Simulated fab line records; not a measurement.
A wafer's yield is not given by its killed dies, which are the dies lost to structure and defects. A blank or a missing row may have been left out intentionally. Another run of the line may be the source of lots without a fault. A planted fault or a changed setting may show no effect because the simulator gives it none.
fab line records	flow n5_finfet
[record] lots = 12	wafers = 36	last_day = 17
route steps=1938 shown BEOL_M13@1698 BEOL_M14@1719
lots that met no fault: taken from a fault-free run of the same line
start_h: the number of hours between the record's first day and the start of the first shown wafer of the lot	wait_h: how many hours have passed since the lot's step before this one	" repeats the value in the row above	L1.1+2: several wafers, shown together as one row	- either no value or no given start	* or withheld: withheld	< > ~ a bound
route shown NAME@n: names a module that has steps shown in the file, with the first one's number in the route	usual: mean/standard deviation of fault-free wafers	same: alike in all rows	chamber/n: place in a boat	sites: readings site by site	_std_site: how widely they spread, as a standard deviation	_edge_site: inner sites' mean taken away from outer sites' mean	radius_mm: for every site, how far away it sits from the centre of the wafer	mask NAME#n: copy n	behind: the tool/chamber that last shaped the wafer	hold: reason for holding the lot/hours on hold/outcome of the hold	device: whichever transistor did not switch (one of n, p or np)	end of line: tests of these same wafers at the route's end	a step given without rows: its recipe and nothing more	killed: the dies lost at the first sort to structure and to defects; this is not the yield of the wafer	map: per-die view of a wafer (x killed, . not killed, _ where there is no die)
set.NAME: the run value of the setting; set.NAME@STEP: its run value at that earlier step	model.NAME: the simulator's own value behind a step, which no gauge read
route steps across a sampled set of lots; one table per step, one row per wafer
services: the hour from which a tool's chamber was out of use, counted from the record's first day as start_h (under 0 if before that day), plus the number of hours and why
[[steps]]
[step N5_BEOL_M13_OCD_MEAS_35]
[usual] trench_depth_nm = 410/5.8
lot.wafer	tool	chamber	start_h	wait_h	trench_depth_nm
L602.1	ocd-02	-	244.52	0.0	401
L602.2	"	-	"	"	416
L602.4	"	-	"	"	412
L604.2	ocd-01	-	264.85	0.0	413
L604.3	"	-	"	"	412
L604.5	"	-	"	"	411
L608.3	ocd-01	-	269.26	0.0	413
L608.4	"	-	"	"	413
L608.5	"	-	"	"	414
L607.1	ocd-01	-	271.22	0.0	398
L607.3	"	-	"	"	414
L607.4	"	-	"	"	404
L606.1	ocd-02	-	282.40	0.0	407
L606.5	"	-	"	"	411
L606.6	"	-	"	"	407
L615.4	ocd-02	-	319.46	0.0	419
L615.5	"	-	"	"	418
L615.6	"	-	"	"	426
L614.1	ocd-02	-	328.92	0.0	408
L614.3	"	-	"	"	415
L614.4	"	-	"	"	404
L618.1	ocd-01	-	332.51	0.0	411
L618.4	"	-	"	"	407
L618.6	"	-	"	"	417
L621.3	ocd-02	-	341.88	0.0	406
L621.4	"	-	"	"	408
L621.5	"	-	"	"	404
L620.4	ocd-02	-	363.25	0.0	400
L620.5	"	-	"	"	409
L620.6	"	-	"	"	403
L624.1	ocd-01	-	382.23	0.0	408
L624.3	"	-	"	"	412
L624.5	"	-	"	"	407
L623.1	ocd-02	-	388.00	0.0	406
L623.3	"	-	"	"	417
L623.4	"	-	"	"	413
[step N5_BEOL_M13_PRE_CLEAN_42]
[recipe] gas = H2/He	time_s = 30	temp_c = 250
[usual] heater_power_w = 350/20
lot.wafer	tool	chamber	start_h	wait_h	heater_power_w
L602.1	pvd_sputter-01	-	245.00	0.0	342
L602.2	"	-	"	"	328
L602.4	"	-	"	"	367
L604.2	pvd_sputter-01	-	266.35	0.0	358
L604.3	"	-	"	"	325
L604.5	"	-	"	"	328
L608.3	pvd_sputter-03	-	272.33	0.0	332
L608.4	"	-	"	"	396
L608.5	"	-	"	"	331
L607.1	pvd_sputter-02	-	277.53	0.0	355
L607.3	"	-	"	"	374
L607.4	"	-	"	"	354
L606.1	pvd_sputter-02	-	284.91	0.0	349
L606.5	"	-	"	"	349
L606.6	"	-	"	"	345
L615.4	pvd_sputter-02	-	322.12	0.0	340
L615.5	"	-	"	"	334
L615.6	"	-	"	"	387
L614.1	pvd_sputter-02	-	330.34	0.0	344
L614.3	"	-	"	"	373
L614.4	"	-	"	"	361
L618.1	pvd_sputter-01	-	332.87	0.0	317
L618.4	"	-	"	"	361
L618.6	"	-	"	"	327
L621.3	pvd_sputter-02	-	345.04	0.0	359
L621.4	"	-	"	"	354
L621.5	"	-	"	"	344
L620.4	pvd_sputter-03	-	364.88	0.0	353
L620.5	"	-	"	"	349
L620.6	"	-	"	"	326
L624.1	pvd_sputter-01	-	383.76	0.0	346
L624.3	"	-	"	"	367
L624.5	"	-	"	"	362
L623.1	pvd_sputter-01	-	392.77	0.0	359
L623.3	"	-	"	"	331
L623.4	"	-	"	"	322
[step N5_BEOL_M13_CMP_49]
[recipe] stop_on = SiOC	t_overpolish_s = 17.1	down_force_psi = 1	platen_rpm = 50	clearing_platen_down_force_psi = 1.5	clearing_platen_rpm = 50	post_cmp_clean = cu_alkaline	target_thk_nm = 420	clearing_platen_pad_velocity_m_s = 0.99484	pad_velocity_m_s = 0.99484
[usual] barrier_field_endpoint_s = 30.2/0.68	motor_current_A = 6.2/0.39	overpolish_run_s = 17.100/0.01	slurry_filter_dp_kPa = 13.50/0.14
lot.wafer	tool	chamber	start_h	wait_h	barrier_field_endpoint_s	motor_current_A	overpolish_run_s	slurry_filter_dp_kPa
L602.1	cmp-03	1	246.40	0.3	29.5	6.2	17.102	13.55
L602.4	"	3	"	"	29.1	6.6	17.100	13.33
L602.2	"	0	"	"	30.0	5.8	17.104	13.79
L604.2	cmp-01	2	267.47	0.3	30.4	7.1	17.098	13.44
L604.3	"	3	"	"	29.9	5.8	17.085	13.45
L604.5	"	0	"	"	30.2	5.5	17.083	13.46
L608.3	cmp-03	2	273.15	0.2	30.7	6.8	17.092	13.70
L608.4	"	0	"	"	31.5	5.8	17.106	13.33
L608.5	"	2	"	"	31.5	6.2	17.103	13.60
L607.3	cmp-03	2	278.42	0.2	31.3	6.3	17.075	13.73
L607.1	"	0	"	"	30.5	5.7	17.101	13.45
L607.4	"	1	"	"	30.9	6.3	17.115	13.51
L606.1	cmp-01	2	285.69	0.3	31.4	7.1	17.077	13.56
L606.6	"	2	"	"	31.2	6.7	17.095	13.66
L606.5	"	3	"	"	31.0	5.6	17.099	13.33
L615.4	cmp-03	0	322.95	0.1	30.1	5.7	17.117	13.70
L615.5	"	0	"	"	29.1	5.7	17.084	13.50
L615.6	"	1	"	"	29.7	6.3	17.095	13.57
L614.3	cmp-03	0	331.16	0.2	29.5	5.5	17.104	13.40
L614.4	"	1	"	"	29.8	6.3	17.103	13.35
L614.1	"	2	"	"	28.7	6.4	17.086	13.33
L618.4	cmp-02	0	333.69	0.2	30.1	6.3	17.108	13.72
L618.1	"	2	"	"	30.0	6.3	17.106	13.42
L618.6	"	3	"	"	29.7	6.0	17.098	13.48
L621.3	cmp-01	2	345.82	0.2	30.9	6.9	17.092	13.59
L621.4	"	1	"	"	30.5	6.1	17.112	13.62
L621.5	"	3	"	"	29.8	5.9	17.100	13.42
L620.4	cmp-01	2	365.76	0.2	31.5	6.9	17.106	13.45
L620.6	"	0	"	"	31.3	5.5	17.100	13.48
L620.5	"	1	"	"	30.4	6.3	17.109	13.54
L624.3	cmp-03	3	384.58	0.2	30.7	6.7	17.122	13.59
L624.1	"	0	"	"	29.9	5.7	17.094	13.15
L624.5	"	3	"	"	30.9	6.6	17.095	13.48
L623.4	cmp-01	1	393.58	0.2	30.5	6.4	17.083	13.64
L623.1	"	2	"	"	30.8	6.6	17.106	13.46
L623.3	"	3	"	"	29.8	5.9	17.101	13.70
[step N5_BEOL_M14_COAT_04]
[recipe] spin_rpm = 1704	resist_thk_nm = 800
[usual] spin_speed_rpm = 1704.2/1.2
lot.wafer	tool	chamber	start_h	wait_h	spin_speed_rpm
L602.1	litho_track-01	0	247.11	-	1703.4
L602.2	"	0	"	"	1703.8
L602.4	"	0	"	"	1705.4
L604.2	litho_track-04	0	268.11	-	1704.6
L604.3	"	0	"	"	1701.7
L604.5	"	0	"	"	1703.1
L608.3	litho_track-01	0	273.83	-	1704.8
L608.4	"	0	"	"	1703.7
L608.5	"	0	"	"	1705.6
L607.1	litho_track-01	0	279.13	-	1704.8
L607.3	"	0	"	"	1703.1
L607.4	"	0	"	"	1704.7
L606.1	litho_track-04	0	286.40	-	1706.2
L606.5	"	0	"	"	1701.7
L606.6	"	0	"	"	1702.6
L615.4	litho_track-01	0	323.66	-	1746.7
L615.5	"	0	"	"	1746.4
L615.6	"	0	"	"	1746.5
L614.1	litho_track-01	0	331.91	-	1746.9
L614.3	"	0	"	"	1745.4
L614.4	"	0	"	"	1746.0
L618.1	litho_track-01	0	334.36	-	1746.0
L618.4	"	0	"	"	1745.9
L618.6	"	0	"	"	1747.7
L621.3	litho_track-03	0	346.53	-	1705.7
L621.4	"	0	"	"	1704.5
L621.5	"	0	"	"	1704.3
L620.4	litho_track-03	0	366.54	-	1705.3
L620.5	"	0	"	"	1704.0
L620.6	"	0	"	"	1704.9
L624.1	litho_track-03	0	385.33	-	1703.4
L624.3	"	0	"	"	1702.1
L624.5	"	0	"	"	1702.8
L623.1	litho_track-03	0	394.33	-	1703.8
L623.3	"	0	"	"	1704.1
L623.4	"	0	"	"	1703.9
[[services]]
tool	chamber	start_h	hours	kind
cmp-02	-	226.91	0.8	repair
cmp-02	-	236.26	5.6	pm
pvd_sputter-02	-	238.19	1.5	repair
litho_track-01	-	238.30	-	consumable_replace:filter
cmp-02	-	245.99	3.0	repair
cmp-02	-	263.63	1.8	repair
pvd_sputter-02	-	285.64	5.0	repair
cmp-01	-	290.30	4.0	pm
cmp-01	-	294.30	-	consumable_replace:conditioner
cmp-01	-	294.30	-	consumable_replace:pad
cmp-02	-	304.06	5.2	repair
cmp-02	-	312.51	2.7	repair
cmp-02	-	323.23	0.9	repair
cmp-03	-	338.32	1.5	repair
pvd_sputter-03	-	338.72	1.8	repair
litho_track-01	-	368.01	-	consumable_replace:filter
cmp-02	-	379.36	1.7	repair
cmp-03	-	379.91	4.0	pm
cmp-03	-	383.91	-	consumable_replace:conditioner
cmp-03	-	383.91	-	consumable_replace:pad
[[key]]
[first_sign] step = N5_BEOL_M14_COAT_04	reading = spin_speed_rpm	direction = up	sigmas = 35	usual = *	struck = *
effect none on later readings
met_at N5_BEOL_M14_COAT_04
struck_lots L614,L615,L618
not_acting_at N5_BEOL_M13_OCD_MEAS_35,N5_BEOL_M13_PRE_CLEAN_42,N5_BEOL_M13_CMP_49
onset_between 279.13 323.66
[fault] kind = process_parameter_drift	tool = litho_track-01	chamber = -	onset_h = 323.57	steps = N5_BEOL_M14_COAT_04	channel = spin_rpm	offset = *	shape = step	end_h = 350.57	acts_in = *	stated = *
